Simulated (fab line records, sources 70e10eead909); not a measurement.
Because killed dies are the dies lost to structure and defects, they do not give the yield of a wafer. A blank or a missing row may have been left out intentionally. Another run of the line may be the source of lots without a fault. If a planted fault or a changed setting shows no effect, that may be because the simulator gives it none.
Which tool is to blame? | flow nand-harc | Sampling: 11 lots, 33 wafers, 6 of 1159 route steps

== WHAT THE GAUGES SHOWED, per wafer ==
NHARC_P_ZERO_WELL_CD_MEAS_52: the cd target is 2000 nm.
lot  | measured    | on        | cd-nm (nm)
L538 | day 1 17:59 | cd-sem-03 | 1998.0 1994.1 1995.1
L541 | day 2 11:41 | cd-sem-03 | 1999.7 2000.6 2003.1
L544 | day 3 05:44 | cd-sem-01 | 1999.1 1997.0 1998.8
L546 | day 3 17:52 | cd-sem-02 | 1773.3 1772.6 1774.7 1773.4 1772.8 1774.8
L548 | day 4 05:44 | cd-sem-02 | 1998.3 1999.7 1995.6
L552 | day 5 05:36 | cd-sem-03 | 1996.5 2000.5 1997.8
L556 | day 6 06:11 | cd-sem-02 | 1997.1 1995.5 1996.0
L557 | day 6 11:47 | cd-sem-02 | 1999.1 1995.0 1998.6
L558 | day 6 17:37 | cd-sem-02 | 1998.0 1998.5 1995.2
L559 | day 6 23:53 | cd-sem-02 | 2000.0 1998.2 2000.0
L561 | day 7 11:52 | cd-sem-01 | 1999.1 2000.6 2000.1

NHARC_END_SORT_01.
lot  | measured     | on        | defect-limited-yield (%) | killed-at-array | killed-at-other | killed-at-periphery | killed-dies | killed-open | killed-short | sort_bin_2_pct (%) | sort_bin_3_pct (%) | sort_bin_4_pct (%) | sort-n-pass | sort-rim-yield-pct (%) | sort-yield-pct (%)
L548 | day 22 07:52 | prober-02 | 95.6                     | 30              | 0               | 0                   | 30          | 0           | 0            | 1.8                | 0.44               | 2.2                | 647         | 99.1                   | 95.6

== TOOL THAT RAN EACH LOT (tool first, then ch and the chambers of the sampled wafers, then the start) ==
lot  | NHARC_P_ZERO_WELL_ETCH_62                    | NHARC_P_ZERO_WELL_EXPOSE_49      | NHARC_P_STI_ETCH_42               | NHARC_P_STI_CMP_21
L538 | rie-diel-09 ch 0,2,3, day 1 17:50 or earlier | krf-scanner-04 ch 0, day 1 17:50 | rie-diel-12 ch 0,1,2, day 2 11:25 | cmp-02 ch 2,3, day 3 06:59
L541 | rie-diel-01 ch 0,2,3, day 2 11:32 or earlier | krf-scanner-02 ch 0, day 2 11:32 | rie-diel-10 ch 2,3, day 3 05:13   | cmp-02 ch 1,3, day 3 20:29
L544 | rie-diel-03 ch 0,2, day 3 05:35 or earlier   | krf-scanner-04 ch 0, day 3 05:35 | rie-diel-12 ch 1,2,3, day 4 02:49 | cmp-03 ch 0,2,3, day 4 22:25
L546 | rie-diel-09 ch 2,3, day 3 17:42 or earlier   | krf-scanner-02 ch 0, day 3 17:42 | -                                 | -
L548 | rie-diel-03 ch 0,1,3, day 4 05:35 or earlier | krf-scanner-04 ch 0, day 4 05:35 | rie-diel-10 ch 1,3, day 4 23:17   | cmp-04 ch 0,1, day 6 14:43
L552 | rie-diel-01 ch 0,2,3, day 5 05:26 or earlier | krf-scanner-03 ch 0, day 5 05:26 | rie-diel-06 ch 0,1,3, day 5 23:00 | cmp-03 ch 0,1,2, day 6 14:38
L556 | rie-diel-03 ch 1,2,3, day 6 06:02 or earlier | krf-scanner-02 ch 0, day 6 06:02 | rie-diel-10 ch 1,2,3, day 6 23:53 | cmp-03 ch 0,1,3, day 7 21:11
L557 | rie-diel-01 ch 0,1,2, day 6 11:38 or earlier | krf-scanner-03 ch 0, day 6 11:38 | rie-diel-06 ch 0,1,3, day 7 05:05 | cmp-02 ch 0,1,3, day 7 21:13
L558 | rie-diel-03 ch 2,3, day 6 17:27 or earlier   | krf-scanner-03 ch 0, day 6 17:27 | rie-diel-12 ch 1,2,3, day 7 14:06 | cmp-04 ch 2,3, day 8 09:31
L559 | rie-diel-03 ch 2,3, day 6 23:43 or earlier   | krf-scanner-03 ch 0, day 6 23:43 | rie-diel-10 ch 0,1,2, day 7 14:17 | cmp-02 ch 1,2,3, day 8 09:31
L561 | rie-diel-09 ch 0,1,3, day 7 11:42 or earlier | krf-scanner-02 ch 0, day 7 11:42 | rie-diel-06 ch 2,3, day 8 01:46   | cmp-04 ch 1,2,3, day 8 21:29
- NHARC_P_ZERO_WELL_ETCH_62: etches the open film in CHF3/Ar, target depth 13 nm, time 6.5 s.
- NHARC_P_ZERO_WELL_EXPOSE_49: exposes mask P HVPW, target cd 2000 nm.
- NHARC_P_STI_ETCH_42: etches the open film in N2/H2, target depth 80 nm, overetch 24 nm, time 61 s.
- NHARC_P_STI_CMP_21: polishes, t overpolish 20 s, target thk 380.67 nm.

== WHAT THE TOOLS THEMSELVES READ (means of the sampled wafers that have a number; where no wafer has one, the mark that the record gives instead) ==
NHARC_P_ZERO_WELL_ETCH_62.
lot  | tool        | chamber-pressure-mTorr (mTorr) | drypump-motor-current-A (A) | oes-product-au (a.u.) | rf-vpp-V (V) | showerhead-plenum-p-Torr (Torr) | throttle-valve-pct (%)
L538 | rie-diel-09 | 25.007                         | 5.8                         | 0.966                 | 372.1        | 2.39                            | 20.220
L541 | rie-diel-01 | 25.001                         | 6.0                         | 0.948                 | 371.5        | 2.40                            | 20.222
L544 | rie-diel-03 | 25.020                         | 5.9                         | 0.956                 | 370.8        | 2.39                            | 20.214
L546 | rie-diel-09 | 25.002                         | 6.1                         | 0.970                 | 370.0        | 2.35                            | 20.223
L548 | rie-diel-03 | 25.000                         | 5.5                         | 0.917                 | 371.9        | 2.39                            | 20.214
L552 | rie-diel-01 | 25.019                         | 6.0                         | 0.969                 | 371.4        | 2.40                            | 20.212
L556 | rie-diel-03 | 24.990                         | 5.3                         | 0.932                 | 371.0        | 2.35                            | 20.227
L557 | rie-diel-01 | 25.010                         | 5.9                         | 0.964                 | 371.8        | 2.40                            | 20.217
L558 | rie-diel-03 | 25.010                         | 5.6                         | 0.963                 | 368.6        | 2.26                            | 20.214
L559 | rie-diel-03 | 24.992                         | 5.6                         | 0.955                 | 368.9        | 2.28                            | 20.220
L561 | rie-diel-09 | 25.011                         | 5.7                         | 0.981                 | 372.6        | 2.44                            | 20.218

NHARC_P_STI_ETCH_42.
lot  | tool        | chamber-pressure-mTorr (mTorr) | drypump-motor-current-A (A) | oes-product-au (a.u.) | rf-vpp-V (V) | showerhead-plenum-p-Torr (Torr) | throttle-valve-pct (%)
L538 | rie-diel-12 | 30.021                         | 6.0                         | 1.000                 | 431.9        | 2.07                            | 14.174
L541 | rie-diel-10 | 30.007                         | 5.6                         | 1.002                 | 429.7        | 1.98                            | 14.165
L544 | rie-diel-12 | 30.000                         | 5.6                         | 0.998                 | 431.5        | 2.06                            | 14.161
L548 | rie-diel-10 | 29.999                         | 5.4                         | 0.999                 | 431.3        | 2.08                            | 14.170
L552 | rie-diel-06 | 29.986                         | 5.6                         | 0.990                 | 430.3        | 2.04                            | 14.167
L556 | rie-diel-10 | 29.993                         | 5.4                         | 1.012                 | 430.2        | 2.00                            | 14.174
L557 | rie-diel-06 | 29.983                         | 5.6                         | 1.006                 | 431.6        | 2.04                            | 14.174
L558 | rie-diel-12 | 29.995                         | 5.6                         | 0.989                 | 430.8        | 2.06                            | 14.169
L559 | rie-diel-10 | 30.015                         | 5.5                         | 1.016                 | 428.3        | 1.97                            | 14.177
L561 | rie-diel-06 | 29.997                         | 5.5                         | 1.017                 | 431.3        | 2.07                            | 14.168

NHARC_P_STI_CMP_21.
lot  | tool   | motor-current-A (A) | overpolish-run-s (s)
L538 | cmp-02 | 11.3                | 20.002
L541 | cmp-02 | 11.2                | 19.997
L544 | cmp-03 | 11.7                | 19.993
L548 | cmp-04 | 13.2                | 20.005
L552 | cmp-03 | 11.3                | 20.006
L556 | cmp-03 | 11.3                | 19.998
L557 | cmp-02 | 11.1                | 19.994
L558 | cmp-04 | 13.1                | 19.993
L559 | cmp-02 | 11.3                | 19.997
L561 | cmp-04 | 13.1                | 20.000

== THE ANSWER, worked out from the rows above alone ==
Rule: the lots themselves supply what counts as usual. Put in order of their means at a reading, lots are off if they are a third of the lots or fewer, leave a main group of 4 or more, and stand apart from it by a gap of 3 or more times the standard deviation of the main group's means; of several such gaps the widest counts. The tables above print the reading to a certain number of digits; a main group whose means all agree to those digits is not used. A lot without any number at a reading at which 4 lots or more have one is off too. Any other lot the step has rows for is counted as sound. The gauges are gone through in route order, then the tools' own readings, and for those a lot's mean is taken as printed above. The first step at which some lot is off is used, and at that step the reading that is off furthest; a lot without a number counts as furthest.
Off: L546 (NHARC_P_ZERO_WELL_CD_MEAS_52, cd-nm). For the main group the mean is 1998.2 nm and the standard deviation 1.6.
If a tool, at a process step before that reading, ran all the lots that are off and no sound lot after the first of them, it fits. The gauges at NHARC_P_ZERO_WELL_CD_MEAS_52 are tried like those tools. NHARC_P_ZERO_WELL_ETCH_62: start missing for some lots; hours and lot order therefore follow NHARC_P_ZERO_WELL_EXPOSE_49. No candidate that was tried fits.

== WHAT WAS PUT IN BY THE SIMULATOR ==
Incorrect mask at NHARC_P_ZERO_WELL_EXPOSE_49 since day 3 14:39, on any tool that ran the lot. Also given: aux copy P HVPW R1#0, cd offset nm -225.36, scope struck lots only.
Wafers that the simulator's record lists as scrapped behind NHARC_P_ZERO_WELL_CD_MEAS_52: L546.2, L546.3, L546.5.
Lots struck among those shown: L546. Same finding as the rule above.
